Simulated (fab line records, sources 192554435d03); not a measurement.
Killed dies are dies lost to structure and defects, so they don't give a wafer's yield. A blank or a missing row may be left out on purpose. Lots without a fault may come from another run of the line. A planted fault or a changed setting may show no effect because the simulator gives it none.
Chamber matching | flow n5_finfet | N5_PMOS_HMC_CHANNEL_EPI_CMP_21 on cmp-02: 3 sister chambers
The step polishes SiGe30, target thk 54 nm. 3 wafers are shown with their chamber, then 8 later ones without.

WAFERS WITH THEIR CHAMBER
wafer  | chamber | motor_current_A (A)
L087.1 | 0       | 12.7
L087.5 | 2       | 12.7
L087.6 | 1       | 11.9

WAFERS WITHOUT THEIR CHAMBER
wafer  | motor_current_A (A)
L089.4 | 12.0
L089.5 | 12.5
L092.2 | 11.6
L092.3 | 12.9
L092.4 | 12.2
L097.2 | 13.5
L097.4 | 11.3
L097.5 | 12.1

WHICH CHAMBER EACH WENT THROUGH
wafer  | from the rows above          | in truth
L089.4 | can't be placed: 1 or 0 or 2 | 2
L089.5 | can't be placed: 0 or 2 or 1 | 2
L092.2 | can't be placed: 1 or 0 or 2 | 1
L092.3 | can't be placed: 0 or 2 or 1 | 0
L092.4 | can't be placed: 1 or 0 or 2 | 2
L097.2 | can't be placed: 0 or 2 or 1 | 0
L097.4 | can't be placed: 1 or 0 or 2 | 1
L097.5 | can't be placed: 1 or 0 or 2 | 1
Placed correctly: 0 of 8. Can't be placed from these rows: 8 (the true chamber is among the candidates in 8). Placed wrongly: 0.
How it was worked out, from the rows above alone: a wafer's distance from a chamber is the root of the sum, over the readings, of the square of ((its reading less the chamber's mean) divided by the reading's scatter). The wafer belongs to the nearest chamber; if the next one is less than 2 further off, it can't be placed. A chamber's mean is the mean of its shown wafers. The scatter: with one shown wafer a chamber, the root of the mean of the squares of how far each hidden wafer lies from its nearest shown one.
